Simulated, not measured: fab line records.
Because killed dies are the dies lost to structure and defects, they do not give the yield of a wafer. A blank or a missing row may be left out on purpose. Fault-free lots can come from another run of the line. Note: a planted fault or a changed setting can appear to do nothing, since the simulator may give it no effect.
Chamber matching	flow n5-finfet	N5_BEOL_M4_ETCH_63 on rie-diel-02: 4 sister chambers
The step etches SiARC in CF4, target depth 15.6 nm, time 26 s. 20 wafers are shown with their chamber, then 10 later ones without.

## WAFERS PAIRED WITH THEIR CHAMBERS
wafer	chamber	drypump-motor-current-A (A)	showerhead-plenum-p-Torr (Torr)	throttle-valve-pct (%)
L074.2	3	5.7	2.11	15.28
L074.3	2	5.2	2.22	15.31
L074.5	1	5.5	2.12	15.97
L078.2	2	5.2	2.22	15.36
L078.3	3	5.7	2.10	15.34
L078.6	0	6.3	2.16	15.89
L083.1	3	5.7	2.10	15.32
L083.2	1	5.5	2.11	15.53
L083.5	0	6.3	2.16	15.88
L082.1	1	5.5	2.11	15.53
L082.2	0	6.3	2.16	15.89
L082.5	3	5.7	2.10	15.34
L086.1	3	5.7	2.09	15.34
L086.2	2	5.2	2.21	15.40
L086.4	0	6.3	2.16	15.91
L089.1	3	5.7	2.09	15.37
L089.3	0	6.3	2.16	15.92
L089.5	2	5.2	2.21	15.41
L090.1	3	5.7	2.09	15.37
L090.2	1	5.4	2.10	15.58

SIGNATURES, as means of the wafers listed above
reading	chamber 0	chamber 1	chamber 2	chamber 3	scatter within a chamber
drypump-motor-current-A	6.300	5.475	5.200	5.700	0.0217
showerhead-plenum-p-Torr	2.1600	2.1100	2.2150	2.0971	0.00634
throttle-valve-pct	15.8980	15.6525	15.3700	15.3371	0.0965
Rule: a wafer's distance from a chamber is the root of the sum, over the readings, of the square of ((its reading less the chamber's mean) divided by the reading's scatter). If the next closest chamber is less than 2 further off than the closest, the wafer can't be placed; otherwise it belongs to the closest. The scatter is the square root of a quotient: the sum, over the shown wafers, of each reading's squared deviation from its chamber's mean, divided by wafers minus chambers.

## WAFERS WHOSE CHAMBER IS MISSING
wafer	drypump-motor-current-A (A)	showerhead-plenum-p-Torr (Torr)	throttle-valve-pct (%)
L090.4	6.4	2.16	15.93
L092.3	5.5	2.10	15.57
L092.4	6.3	2.15	15.93
L092.5	5.2	2.21	15.43
L096.3	5.4	2.10	15.57
L096.5	6.3	2.15	15.92
L096.6	5.7	2.09	15.39
L097.1	5.7	2.09	15.38
L097.3	6.3	2.15	15.94
L097.5	5.7	2.09	15.40

## EACH ONE'S CHAMBER
wafer	from the rows above	in truth
L090.4	0	0
L092.3	1	1
L092.4	0	0
L092.5	2	2
L096.3	1	1
L096.5	0	0
L096.6	3	3
L097.1	3	3
L097.3	0	0
L097.5	3	3
10 of 10 placed correctly. Can't be placed from these rows: 0. Number placed wrongly: 0.
